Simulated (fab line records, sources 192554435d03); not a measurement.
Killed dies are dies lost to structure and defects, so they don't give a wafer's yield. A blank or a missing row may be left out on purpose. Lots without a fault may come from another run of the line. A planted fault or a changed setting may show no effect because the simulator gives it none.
fab line records | flow n5_finfet
record lots=4 wafers=12 last_day=15
route steps=1938 shown BEOL_M3@947 BEOL_M4@1111
lots that met no fault: from a run of the same line without faults
start_h: hours from the record's first day to the start of the lot's first wafer shown | wait_h: hours since the lot's step before | " the same as in the row above | L1.1+2: a row that stands for several wafers | - no value, or no start given | * or withheld: withheld | < > ~ a bound
route shown NAME@n: a module of which the file shows steps, and the number in the route of the first | usual: mean/standard deviation of fault-free wafers | same: alike in all rows | chamber/n: place in a boat | sites: the reading at each site | _std_site: their standard deviation | _edge_site: outer sites' mean less inner sites' | radius_mm: how far each site lies from the wafer's centre | mask NAME#n: copy n | behind: the tool/chamber that last shaped the wafer | hold: why the lot was held/for how many hours/how that ended | device: the transistor (n, p or np) that didn't switch | end of line: the same wafers' tests at the end of the route | a step without rows: its recipe alone | killed: dies lost to structure and defects at the first sort, not the wafer's yield | map: a wafer's dies, x killed, . not, _ none there
set.NAME: the setting as run; set.NAME@STEP: as run at that earlier step | model.NAME: the simulator's own value behind a step, which no gauge read
lots at some steps of the route; a table a step, a row a wafer
services: from which hour (start_h, from the record's first day; less than 0 if before it) a tool's chamber was out of use, for how many hours, and why
## steps
# step N5_BEOL_M3_DESCUM_16
# recipe chemistry=O2 time_s=7 source_power_w=50 bias_power_w=20 pressure_mtorr=20 rf_frequency_hz=2.712e+07 temp_c=40 resist=CAR-EUV o2_flow_sccm=225
# step N5_BEOL_M3_ETCH_74
# recipe chemistry=N2/H2 target=underlayer target_depth_a=65 mask_material=CAR-EUV time_s=5.2 ion_energy_ev=200 pressure_mtorr=30 source_w=840 bias_w=150 n2_flow_sccm=200 h2_flow_sccm=200 ends=cleared
# step N5_BEOL_M3_ETCH_63
# recipe chemistry=CF4 target=SiARC target_depth_a=156 mask_material=CAR-EUV time_s=26 ion_energy_ev=80 pressure_mtorr=40 source_w=545 bias_w=36 Ar_flow_sccm=100 cf4_flow_sccm=100 ends=cleared
# step N5_BEOL_M3_ETCH_64
# recipe chemistry=N2/H2 target=SOC target_depth_a=750 overetch_a=150 mask_material=SiARC temp_c=40 time_s=112.5 ion_energy_ev=200 pressure_mtorr=30 source_w=840 bias_w=150 n2_flow_sccm=200 h2_flow_sccm=200
# step N5_BEOL_M3_STRIP_65
# recipe chemistry=N2/H2 temp_c=40 n2_flow_sccm=200 h2_flow_sccm=200 rf_frequency_hz=6e+07
# step N5_BEOL_M3_STRIP_75
# recipe chemistry=N2/H2 temp_c=40 n2_flow_sccm=200 h2_flow_sccm=200 rf_frequency_hz=6e+07
# step N5_BEOL_M3_STRIP_66
# recipe chemistry=CF4 resist=SiARC power_w=300 bias_power_w=75 pressure_mtorr=50 cf4_flow_sccm=150 rf_frequency_hz=6e+07
# step N5_BEOL_M3_HM_OPEN_17
# recipe chemistry=Cl2/BCl3 target_depth_a=200 overetch_a=60 target=TiN mask_material=SOC ion_energy_ev=150 pressure_mtorr=10 icp_w=1000 bias_w=126 Cl2_flow_sccm=53.25 bcl3_flow_sccm=21.75 Ar_flow_sccm=25
# step N5_BEOL_M3_STRIP_19
# recipe chemistry=O2 power_w=400 temp_c=40 pressure_mtorr=30 rf_frequency_hz=6e+07 bias_power_w=0 overash_fraction=0.2 o2_flow_sccm=225
# step N5_BEOL_M3_COAT_67
# recipe resist=SOC temp_c=250 time_s=60 spin_rpm=1500 resist_thk_nm=60
# usual spin_speed_rpm=1500.0/1.1
# columns lot.wafer tool chamber start_h wait_h spin_speed_rpm model.SOC_of_BEOL_M3_COAT_67.thk_nm
L427.2 litho_track-05 0 152.12 0.0 1502.8 60.2
L427.4 " 0 " " 1500.7 60
L427.5 " 0 " " 1500.1 60
L436.1 litho_track-05 0 220.30 0.0 1843.9 54.4
L436.3 " 0 " " 1844.7 54.2
L436.6 " 0 " " 1845.5 54.2
L437.1 litho_track-05 0 221.57 0.0 1847.1 54
L437.3 " 0 " " 1845.7 54.2
L437.5 " 0 " " 1845.0 54
L440.2 litho_track-01 0 230.54 0.0 1500.8 59.8
L440.3 " 0 " " 1499.1 59.6
L440.5 " 0 " " 1499.3 60
# step N5_BEOL_M3_COAT_68
# recipe resist=SiARC temp_c=220 time_s=60 spin_rpm=1500 resist_thk_nm=12
# step N5_BEOL_M3_COAT_76
# recipe resist=underlayer temp_c=205 time_s=60 spin_rpm=1500 resist_thk_nm=5
# step N5_BEOL_M3_COAT_22
# recipe resist=CAR-EUV spin_rpm=1500 resist_thk_nm=30
# step N5_BEOL_M3_EBR_24
# recipe solvent=PGMEA ebr_width_mm=1.5
# step N5_BEOL_M3_SOFTBAKE_23
# recipe temp_c=110 time_s=60 resist=CAR-EUV
# step N5_BEOL_M3_EXPOSE_25
# recipe mask_id=V2 na=0.33 source_shape=quasar sigma_inner=0.2 sigma_outer=0.8 polarization=unpolarized defocus_nm=5 dose_mj=63
# step N5_BEOL_M3_PEB_26
# recipe peb_temp_c=100 peb_time_s=60 resist=CAR-EUV
# step N5_BEOL_M3_DEVELOP_27
# recipe develop_time_s=30 developer=TMAH resist=CAR-EUV rinse_liquid=surfactant_rinse dry=air_spin dev_temp_c=23
# step N5_BEOL_M3_DESCUM_33
# recipe chemistry=O2 time_s=7 source_power_w=50 bias_power_w=20 pressure_mtorr=20 rf_frequency_hz=2.712e+07 temp_c=40 resist=CAR-EUV o2_flow_sccm=225
# step N5_BEOL_M3_ETCH_77
# recipe chemistry=N2/H2 target=underlayer target_depth_a=65 mask_material=CAR-EUV time_s=5.2 ion_energy_ev=200 pressure_mtorr=30 source_w=840 bias_w=150 n2_flow_sccm=200 h2_flow_sccm=200 ends=cleared
# step N5_BEOL_M3_ETCH_69
# recipe chemistry=CF4 target=SiARC target_depth_a=156 mask_material=CAR-EUV time_s=26 ion_energy_ev=80 pressure_mtorr=40 source_w=545 bias_w=36 Ar_flow_sccm=100 cf4_flow_sccm=100 ends=cleared
# step N5_BEOL_M3_ALD_98
# recipe material=SiO2 target_thk_a=25 temp_c=100 ald_precursor_family=BDEAS ald_co_reactant=O2-plasma pulse_time_s=1 co_reactant_pulse_time_s=1 purge_time_s=2 co_reactant_purge_time_s=2 ald_cycles=17 pressure_torr=2
# step N5_BEOL_M3_ETCHBACK_99
# recipe chemistry=CHF3 target=SiO2 target_depth_a=50 time_s=10.4 source_w=215 bias_w=47 Ar_flow_sccm=200 CHF3_flow_sccm=12 ion_energy_ev=100 pressure_mtorr=30
# step N5_BEOL_M3_ETCH_70
# recipe chemistry=N2/H2 target=SOC target_depth_a=800 overetch_a=160 mask_material=SiARC temp_c=40 time_s=120 ion_energy_ev=200 pressure_mtorr=30 source_w=840 bias_w=150 n2_flow_sccm=200 h2_flow_sccm=200
# usual chamber_pressure_mTorr=30.001/0.027 drypump_motor_current_A=5.9/0.6 oes_product_au=0.61/0.072 rf_vpp_V=524.3/2.9 showerhead_plenum_p_Torr=2.56/0.099 throttle_valve_pct=17.75/0.21
# columns lot.wafer tool chamber start_h wait_h chamber_pressure_mTorr drypump_motor_current_A oes_product_au rf_hours_counter_h rf_vpp_V showerhead_plenum_p_Torr throttle_valve_pct model.etch.depth_nm
L427.2 rie_diel-04 3 154.06 0.0 29.961 6.8 0.53 203 519.8 2.41 17.57 60.2
L427.4 " 3 " " 29.973 6.8 0.53 - 518.5 2.41 17.58 59.95
L427.5 " 3 " " 29.964 6.8 0.53 - 521.4 2.41 17.57 60.01
L436.1 rie_diel-04 3 226.01 0.0 30.007 6.8 0.50 226 520.3 2.41 17.61 54.32
L436.3 " 1 " " 29.966 5.4 0.66 22 525.8 2.58 17.61 54.25
L436.6 " 0 " " 29.984 5.4 0.55 - 527.0 2.64 18.03 54.26
L437.1 rie_diel-01 1 229.65 0.0 30.040 4.7 0.67 14 524.7 2.61 17.76 54.08
L437.3 " 3 " " 29.994 6.2 0.55 125 521.0 2.45 17.65 54.17
L437.5 " 3 " " 29.999 6.2 0.55 - 520.3 2.45 17.65 54.06
L440.2 rie_diel-04 0 237.21 0.0 30.004 5.4 0.58 176 526.3 2.64 18.06 59.85
L440.3 " 3 " " 30.003 6.8 0.51 230 519.6 2.40 17.62 59.65
L440.5 " 1 " " 30.025 5.4 0.68 - 525.3 2.58 17.61 59.92
# step N5_BEOL_M3_STRIP_71
# recipe chemistry=N2/H2 temp_c=40 n2_flow_sccm=200 h2_flow_sccm=200 rf_frequency_hz=6e+07
# step N5_BEOL_M3_STRIP_78
# recipe chemistry=N2/H2 temp_c=40 n2_flow_sccm=200 h2_flow_sccm=200 rf_frequency_hz=6e+07
# step N5_BEOL_M3_VIA_ETCH_34
# recipe chemistry=C4F6/O2 target_depth_a=694 mask_material=SOC pressure_mtorr=15 ion_energy_ev=250 taper_deg=4 time_s=65.9 source_w=350 bias_w=170 Ar_flow_sccm=300 C4F6_flow_sccm=10 O2_flow_sccm=10
# usual chamber_pressure_mTorr=14.996/0.017 drypump_motor_current_A=5.9/0.59 oes_ar_750_au=0.80/0.094 oes_product_au=0.81/0.1 rf_vpp_V=664/6.9 showerhead_plenum_p_Torr=2.86/0.11 throttle_valve_pct=30.72/0.24
# columns lot.wafer tool chamber start_h wait_h chamber_pressure_mTorr drypump_motor_current_A oes_ar_750_au oes_product_au rf_hours_counter_h rf_vpp_V showerhead_plenum_p_Torr throttle_valve_pct model.SOC_of_BEOL_M3_COAT_67.thk_nm
L427.2 rie_diel-04 3 154.21 0.0 14.997 6.7 0.69 0.69 203 656 2.70 30.34 52.2
L427.4 " 3 " " 15.015 6.7 0.70 0.69 - 658 2.70 30.33 52
L427.5 " 3 " " 14.994 6.7 0.70 0.69 - 657 2.70 30.35 52
L436.1 rie_diel-04 3 226.11 0.0 15.006 6.8 0.68 0.68 226 659 2.69 30.37 46.2
L436.3 " 1 " " 14.982 5.4 0.91 0.92 22 669 2.91 30.95 45.8
L436.6 " 0 " " 14.989 5.4 0.76 0.75 - 659 2.95 31.02 46.2
L437.1 rie_diel-01 1 229.75 0.0 15.013 4.7 0.92 0.94 14 669 2.91 30.88 45.8
L437.3 " 3 " " 15.002 6.2 0.76 0.76 125 677 2.74 30.53 46
L437.5 " 3 " " 14.996 6.2 0.76 0.77 - 676 2.74 30.53 46
L440.2 rie_diel-04 0 237.31 0.0 14.993 5.4 0.76 0.75 176 659 2.95 31.01 51.8
L440.3 " 3 " " 15.007 6.8 0.68 0.67 230 656 2.69 30.35 51.6
L440.5 " 1 " " 14.996 5.4 0.90 0.90 - 669 2.91 30.94 51.6
# step N5_BEOL_M3_STRIP_83
# recipe chemistry=C4F6/O2 resist=SiARC rf_frequency_hz=6e+07
# step N5_BEOL_M4_RC_MEAS_101
# usual DIBL_N=35.9/1.4 DIBL_P=35.9/1.7 IOFF_N=0.155/0.023 IOFF_P=0.201/0.029 ION_N=672/8.8 ION_P=460/7 SS_N=71.6/0.48 SS_P=73.1/0.64 VT_N=250.0/3 VT_P=-251.6/3
# columns lot.wafer tool chamber start_h wait_h DIBL_N[mV/V] DIBL_P[mV/V] IOFF_N[nA/um] IOFF_P[nA/um] ION_N[uA/um] ION_P[uA/um] SS_N[mV/dec] SS_P[mV/dec] VT_N[mV] VT_P[mV]
L427.2 prober-02 0 173.10 0.2 35.9 35.7 0.154 0.217 671 463 71.3 72.8 249.9 -249.3
L427.4 " 0 " " 37.4 38.3 0.190 0.258 680 468 71.8 72.9 246.4 -244.6
L427.5 " 0 " " 35.1 34.7 0.142 0.203 663 465 71.0 72.5 253.2 -247.8
L436.1 prober-01 0 243.82 0.0 35.9 35.8 0.146 0.187 671 458 71.1 72.8 252.1 -251.9
L436.3 " 0 " " 36.0 36.4 0.143 0.201 663 455 71.4 73.1 251.7 -249.7
L436.6 " 0 " " 36.2 36.6 0.152 0.203 666 455 71.4 72.5 253.6 -251.7
L437.1 prober-01 0 248.38 0.0 35.2 37.6 0.181 0.236 675 470 71.9 73.9 246.2 -250.2
L437.3 " 0 " " 33.8 36.1 0.148 0.212 672 468 72.0 72.9 249.1 -249.2
L437.5 " 0 " " 34.0 36.5 0.150 0.210 680 467 71.3 72.2 249.6 -248.4
L440.2 prober-01 0 252.21 0.2 36.8 36.7 0.185 0.249 686 468 71.7 73.3 244.7 -246.1
L440.3 " 0 " " 36.7 36.6 0.178 0.247 675 466 71.5 73.5 247.9 -248.8
L440.5 " 0 " " 36.7 36.6 0.183 0.241 679 472 72.0 72.8 245.7 -248.7
## services
# columns tool chamber start_h hours kind
litho_track-05 - 137.81 - consumable_replace:filter
rie_diel-01 1 144.70 - clean
rie_diel-01 1 144.70 - consumable_replace:focus_ring
rie_diel-01 1 144.70 16.8 scheduled_down
rie_diel-01 1 144.70 16.8 vent_cycle
rie_diel-04 1 149.68 - clean
rie_diel-04 1 149.68 - consumable_replace:focus_ring
rie_diel-04 1 149.68 11.9 scheduled_down
rie_diel-04 1 149.68 11.9 vent_cycle
rie_diel-04 0 161.53 6.6 repair
rie_diel-01 2 178.99 - clean
rie_diel-01 2 178.99 - consumable_replace:focus_ring
rie_diel-01 2 178.99 18.5 scheduled_down
rie_diel-01 2 178.99 18.5 vent_cycle
rie_diel-04 3 193.45 8.9 repair
rie_diel-04 - 211.67 2.8 pm
rie_diel-01 - 217.33 9.7 repair
rie_diel-04 - 217.33 2.1 repair
rie_diel-01 - 229.97 2.8 pm
litho_track-05 - 235.69 - consumable_replace:filter
## key
first_sign step=N5_BEOL_M3_COAT_67 reading=spin_speed_rpm direction=up sigmas=99+ usual=* struck=*
effect none on later readings
model_effect step=N5_BEOL_M3_COAT_67 value=SOC_of_BEOL_M3_COAT_67.thk_nm without=60.1 struck=54.17
model_effect step=N5_BEOL_M3_ETCH_70 value=etch.depth_nm without=60.1 struck=54.19
model_effect step=N5_BEOL_M3_VIA_ETCH_34 value=SOC_of_BEOL_M3_COAT_67.thk_nm without=51.93 struck=46
met_at N5_BEOL_M3_COAT_67
struck_wafers L436.1,L436.3,L436.6,L437.1,L437.3,L437.5
rows_end L436.1,L436.3,L436.6
onset_between 152.12 220.30
fault kind=process_parameter_drift tool=litho_track-05 chamber=- onset_h=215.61 steps=N5_BEOL_M3_COAT_67 channel=spin_rpm offset=* shape=step acts_in=* stated=*
# rows_end: these wafers met a further fault down the route, and their rows from its step on are left out
